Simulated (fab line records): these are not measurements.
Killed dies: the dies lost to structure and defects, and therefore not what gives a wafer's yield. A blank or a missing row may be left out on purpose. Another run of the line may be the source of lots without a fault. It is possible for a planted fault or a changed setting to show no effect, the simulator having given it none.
Chamber matching :: flow n5_finfet :: N5_BEOL_M8_DESCUM_33 on rie_diel-03: 4 sister chambers
The step chemistry O2, time 7 s. 14 wafers are shown with their chamber, then 7 later ones without.

WAFERS PAIRED WITH THEIR CHAMBERS
wafer: L077.2
chamber: 1
drypump_motor_current_A (A): 6.5
showerhead_plenum_p_Torr (Torr): 2.05
throttle_valve_pct (%): 20.61

wafer: L077.3
chamber: 0
drypump_motor_current_A (A): 5.8
showerhead_plenum_p_Torr (Torr): 2.11
throttle_valve_pct (%): 20.64

wafer: L077.5
chamber: 1
drypump_motor_current_A (A): 6.5
showerhead_plenum_p_Torr (Torr): 2.05
throttle_valve_pct (%): 20.60

wafer: L086.1
chamber: 3
drypump_motor_current_A (A): 6.3
showerhead_plenum_p_Torr (Torr): 2.09
throttle_valve_pct (%): 20.38

wafer: L086.5
chamber: 0
drypump_motor_current_A (A): 5.7
showerhead_plenum_p_Torr (Torr): 2.10
throttle_valve_pct (%): 20.70

wafer: L086.6
chamber: 3
drypump_motor_current_A (A): 6.4
showerhead_plenum_p_Torr (Torr): 2.09
throttle_valve_pct (%): 20.36

wafer: L091.2
chamber: 2
drypump_motor_current_A (A): 5.5
showerhead_plenum_p_Torr (Torr): 2.13
throttle_valve_pct (%): 20.61

wafer: L091.3
chamber: 1
drypump_motor_current_A (A): 6.5
showerhead_plenum_p_Torr (Torr): 2.04
throttle_valve_pct (%): 20.67

wafer: L091.5
chamber: 1
drypump_motor_current_A (A): 6.5
showerhead_plenum_p_Torr (Torr): 2.03
throttle_valve_pct (%): 20.68

wafer: L094.2
chamber: 1
drypump_motor_current_A (A): 6.5
showerhead_plenum_p_Torr (Torr): 2.03
throttle_valve_pct (%): 20.68

wafer: L094.3
chamber: 3
drypump_motor_current_A (A): 6.4
showerhead_plenum_p_Torr (Torr): 2.09
throttle_valve_pct (%): 20.41

wafer: L094.4
chamber: 2
drypump_motor_current_A (A): 5.5
showerhead_plenum_p_Torr (Torr): 2.13
throttle_valve_pct (%): 20.63

wafer: L095.1
chamber: 3
drypump_motor_current_A (A): 6.3
showerhead_plenum_p_Torr (Torr): 2.09
throttle_valve_pct (%): 20.40

wafer: L095.3
chamber: 1
drypump_motor_current_A (A): 6.5
showerhead_plenum_p_Torr (Torr): 2.03
throttle_valve_pct (%): 20.67

SIGNATURES, as means of the wafers listed above
reading: drypump_motor_current_A
chamber 0: 5.750
chamber 1: 6.500
chamber 2: 5.500
chamber 3: 6.350
scatter within a chamber: 0.0387

reading: showerhead_plenum_p_Torr
chamber 0: 2.1050
chamber 1: 2.0383
chamber 2: 2.1300
chamber 3: 2.0900
scatter within a chamber: 0.0073

reading: throttle_valve_pct
chamber 0: 20.6700
chamber 1: 20.6517
chamber 2: 20.6200
chamber 3: 20.3875
scatter within a chamber: 0.0319
Rule: for each reading, subtract the chamber's mean from the wafer's reading, divide by that reading's scatter and square the result; add these up over the readings and take the root, which gives the wafer's distance from the chamber. The wafer belongs to the nearest chamber; if the next one is less than 2 further off, it can't be placed. The scatter is the square root of a quotient: the sum, over the shown wafers, of each reading's squared deviation from its chamber's mean, divided by wafers minus chambers.

WAFERS MISSING THEIR CHAMBER
wafer: L095.5
drypump_motor_current_A (A): 6.3
showerhead_plenum_p_Torr (Torr): 2.09
throttle_valve_pct (%): 20.40

wafer: L097.2
drypump_motor_current_A (A): 6.5
showerhead_plenum_p_Torr (Torr): 2.03
throttle_valve_pct (%): 20.69

wafer: L097.3
drypump_motor_current_A (A): 6.3
showerhead_plenum_p_Torr (Torr): 2.09
throttle_valve_pct (%): 20.40

wafer: L097.5
drypump_motor_current_A (A): 5.7
showerhead_plenum_p_Torr (Torr): 2.09
throttle_valve_pct (%): 20.73

wafer: L096.1
drypump_motor_current_A (A): 6.3
showerhead_plenum_p_Torr (Torr): 2.09
throttle_valve_pct (%): 20.40

wafer: L096.3
drypump_motor_current_A (A): 6.5
showerhead_plenum_p_Torr (Torr): 2.03
throttle_valve_pct (%): 20.70

wafer: L096.5
drypump_motor_current_A (A): 5.5
showerhead_plenum_p_Torr (Torr): 2.13
throttle_valve_pct (%): 20.66

WHICH CHAMBER EACH ONE RAN IN
wafer: L095.5
from the rows above: 3
in truth: 3

wafer: L097.2
from the rows above: 1
in truth: 1

wafer: L097.3
from the rows above: 3
in truth: 3

wafer: L097.5
from the rows above: 0
in truth: 0

wafer: L096.1
from the rows above: 3
in truth: 3

wafer: L096.3
from the rows above: 1
in truth: 1

wafer: L096.5
from the rows above: 2
in truth: 2
Correctly placed: 7 of 7. From these rows, 0 cannot be placed. 0 placed wrongly.
